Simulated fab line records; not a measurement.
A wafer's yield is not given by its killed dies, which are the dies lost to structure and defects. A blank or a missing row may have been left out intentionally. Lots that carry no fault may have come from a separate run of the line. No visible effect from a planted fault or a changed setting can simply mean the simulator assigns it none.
The tool behind it: which one? ; flow nand harc ; Sampling: 13 lots, 39 wafers, 5 of 1302 route steps

== WHAT THE GAUGES SHOWED, per wafer ==
NHARC_HYBRID_BOND_INSPECT_06: inspects for defects (ir void). Usual: raw defect count 91, standard deviation 37.
lot;measured;on;raw defect count;flag
L401;day 24 07:46;defect inspect-01;28 16 23;
L404;day 25 06:28;defect inspect-02;72 75 76;
L405;day 25 14:22;defect inspect-01;76 80 77;
L407;day 26 06:11;defect inspect-01;77 83 50;
L408;day 26 18:01;defect inspect-02;157 159 156;
L409;day 27 11:28;defect inspect-01;25 40 42;
L413;day 27 23:37;defect inspect-01;55 50 52;
L411;day 28 19:36;defect inspect-01;76 84 65;
L414;day 29 08:38;defect inspect-01;98 102 100;
L421;day 31 23:34;defect inspect-02;71 74 65;
L422;day 31 23:34;defect inspect-01;92 100 82;
L423;day 32 14:01;defect inspect-01;141 129 130;
L424;day 33 23:04;defect inspect-01;17 38 22;

NHARC_END_SORT_01. Usual: value, then standard deviation, for each; defect limited yield 91.1 % / 2.8; killed at array 55 / 19; killed at other 0.9 / 1.4; killed at periphery 3.8 / 2.9; killed dies 60 / 19; killed open 3.3 / 1.8; killed short 2.6 / 1.6.
lot;measured;on;defect limited yield (%);killed at array;killed at other;killed at periphery;killed dies;killed open;killed short;flag
L413;day 28 20:43;prober-02;92.6 93.8 94.1;40 33 33;0 0 1;10 9 6;50 42 40;3 2 5;4 5 2;
L411;day 29 17:01;prober-01;84.3 86.4 87.9;50 30 38;55 57 41;1 5 3;106 92 82;2 2 8;3 2 0;OFF
L414;day 30 02:23;prober-02;78.7 83.8 84.3;49 48 48;93 57 56;2 5 2;144 110 106;3 3 0;4 2 1;OFF

== WHAT TOOL EACH LOT RAN ON (gives the tool, then ch and the chambers of the sampled wafers, and finally the start) ==
lot;NHARC_THIN_TSV_PRECLEAN_41;NHARC_THIN_TSV_PVD_19;NHARC_THIN_TSV_DESCUM_35
L401;wet bench-08 ch 1,3,5, day 24 09:28;pvd sputter-03, day 24 16:28 or earlier;rie diel-02 ch 0,1,2, day 24 16:28
L404;wet bench-10 ch 2,5,6, day 25 08:10;pvd sputter-03, day 25 15:13 or earlier;rie diel-13 ch 0,2,3, day 25 15:13
L405;wet bench-08 ch 1,4,6, day 25 16:03;pvd sputter-01, day 25 23:04 or earlier;rie diel-02 ch 0,1,3, day 25 23:04
L407;wet bench-08 ch 0,3,4, day 26 09:04;pvd sputter-02, day 26 16:01 or earlier;rie diel-13 ch 0,1, day 26 16:01
L408;wet bench-08 ch 3,5,6, day 26 19:42;pvd sputter-01, day 27 02:50 or earlier;rie diel-01 ch 0,1,2, day 27 02:50
L409;wet bench-08 ch 1,2,6, day 27 13:13;pvd sputter-01, day 27 20:28 or earlier;rie diel-13 ch 0,2, day 27 20:28
L413;wet bench-10 ch 3,6,7, day 28 02:32;pvd sputter-03, day 28 09:32 or earlier;rie diel-01 ch 1,2,3, day 28 09:32
L411;wet bench-08 ch 0,2,6, day 28 22:29;pvd sputter-01, day 29 05:32 or earlier;rie diel-13 ch 0,1,3, day 29 05:32
L414;wet bench-08 ch 1,5,6, day 29 10:20;pvd sputter-03, day 29 17:28 or earlier;rie diel-01 ch 0,2,3, day 29 17:28
L421;wet bench-08 ch 3,4,7, day 32 01:33;pvd sputter-03, day 32 08:49 or earlier;rie diel-13 ch 0,3, day 32 08:49
L422;wet bench-10 ch 2,3,5, day 32 02:44;pvd sputter-03, day 32 09:58 or earlier;rie diel-01 ch 0,1,2, day 32 09:58
L423;wet bench-10 ch 0,6,7, day 32 15:43;pvd sputter-03, day 32 22:51 or earlier;rie diel-02 ch 0,2,3, day 32 22:51
L424;wet bench-08 ch 1,3,7, day 34 01:59;pvd sputter-01, day 34 09:02 or earlier;rie diel-13 ch 1,2, day 34 09:02
- NHARC_THIN_TSV_PRECLEAN_41: cleans in SC1.
- NHARC_THIN_TSV_PVD_19: deposits TaN, target thk 20 nm.
- NHARC_THIN_TSV_DESCUM_35: chemistry O2, time 3 s.

== WHAT THE TOOLS THEMSELVES READ (means of the sampled wafers that have a number; where no wafer has one, the mark that the record gives instead) ==
NHARC_THIN_TSV_PRECLEAN_41. Usual: nh4oh flow mL min 28.30, standard deviation 0.095; sc1 h2o2 end mol l 0.3698, standard deviation 0.00065.
lot;tool;nh4oh flow mL min;sc1 h2o2 end mol l;flag
L401;wet bench-08;28.35;0.3697;
L404;wet bench-10;28.28;0.3706;
L405;wet bench-08;28.36;0.3691;
L407;wet bench-08;28.25;0.3695;
L408;wet bench-08;28.31;0.3703;
L409;wet bench-08;28.27;0.3702;
L413;wet bench-10;28.36;0.3697;
L411;wet bench-08;28.38;0.3705;
L414;wet bench-08;28.21;0.3696;
L421;wet bench-08;28.24;0.3701;
L422;wet bench-10;28.26;0.3700;
L423;wet bench-10;28.33;0.3697;
L424;wet bench-08;28.27;0.3699;

NHARC_THIN_TSV_PVD_19. Usual: throttle valve pct 30.0 %, standard deviation 0.98.
lot;tool;throttle valve pct (%);flag
L401;pvd sputter-03;30.0;
L404;pvd sputter-03;30.0;
L405;pvd sputter-01;29.5;
L407;pvd sputter-02;29.3;
L408;pvd sputter-01;30.0;
L409;pvd sputter-01;28.9;
L413;pvd sputter-03;30.1;
L411;pvd sputter-01;30.1;
L414;pvd sputter-03;30.0;
L421;pvd sputter-03;30.5;
L422;pvd sputter-03;29.8;
L423;pvd sputter-03;30.4;
L424;pvd sputter-01;30.4;

NHARC_THIN_TSV_DESCUM_35. Usual: drypump motor current A 5.8 A, standard deviation 0.37; mfc ar sccm 0.011 sccm, standard deviation 0.014; oes product au 0.996 a.u., standard deviation 0.014; rf vpp V 57.7 V, standard deviation 0.83; showerhead plenum p Torr 1.89 Torr, standard deviation 0.072; throttle valve pct 11.312 %, standard deviation 0.0092.
lot;tool;drypump motor current A (A);mfc ar sccm (sccm);oes product au (a.u.);rf vpp V (V);showerhead plenum p Torr (Torr);throttle valve pct (%);flag
L401;rie diel-02;6.0;0.017;1.005;57.9;1.84;11.309;
L404;rie diel-13;5.9;0.000;0.989;57.9;1.92;11.320;
L405;rie diel-02;5.9;0.017;1.015;57.4;1.84;11.316;
L407;rie diel-13;6.0;0.010;0.994;58.3;1.92;11.312;
L408;rie diel-01;5.5;0.020;0.986;57.3;1.92;11.314;
L409;rie diel-13;6.1;0.000;0.987;58.3;1.85;11.315;
L413;rie diel-01;5.7;0.010;0.997;57.9;1.90;11.314;
L411;rie diel-13;5.8;0.010;0.992;57.9;1.94;11.311;
L414;rie diel-01;5.8;0.010;1.004;57.7;1.88;11.316;
L421;rie diel-13;5.9;0.000;0.998;56.6;1.97;11.315;
L422;rie diel-01;5.5;0.020;0.993;58.1;1.92;11.316;
L423;rie diel-02;5.9;0.011;1.014;58.3;1.87;11.322;
L424;rie diel-13;5.9;0.010;0.989;57.7;1.82;11.316;

== THE ANSWER, worked out from the rows above alone ==
Rule: a lot is off if the mean of its wafers that have a number lies more than 3 standard deviations from the usual mean. Also off: a lot with no number at a reading for which 4 or more lots have one. The other lots that the step has rows for count as sound. The gauges are gone through in route order, then the tools' own readings, and for those a lot's mean is taken as printed above. At the first step where some lot is off, the reading lying furthest off is the one used; lots without a number count as furthest.
Off: L411, L414, at NHARC_END_SORT_01 (killed at other). Neither off nor sound, because the step has no rows for them: L401, L404, L405, L407, L408, L409, L421, L422, L423, L424.
If a tool, at a process step before that reading, ran all the lots that are off and no sound lot after the first of them, it fits. Gauges at NHARC_END_SORT_01: tried the same way as those tools. Because NHARC_THIN_TSV_PVD_19 lacks a start for some lots, the hours and order of its lots are taken from NHARC_THIN_TSV_DESCUM_35. One fits: wet bench-08 at NHARC_THIN_TSV_PRECLEAN_41. It ran no sound lot before its first lot that is off in this sample, so the start can't be narrowed down.

== WHAT THE SIMULATOR HAD PUT IN ==
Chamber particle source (wet bench-08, NHARC_THIN_TSV_PRECLEAN_41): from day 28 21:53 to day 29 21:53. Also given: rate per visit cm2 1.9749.
Struck lots among those shown: L411, L414. The same result came from the rule above.
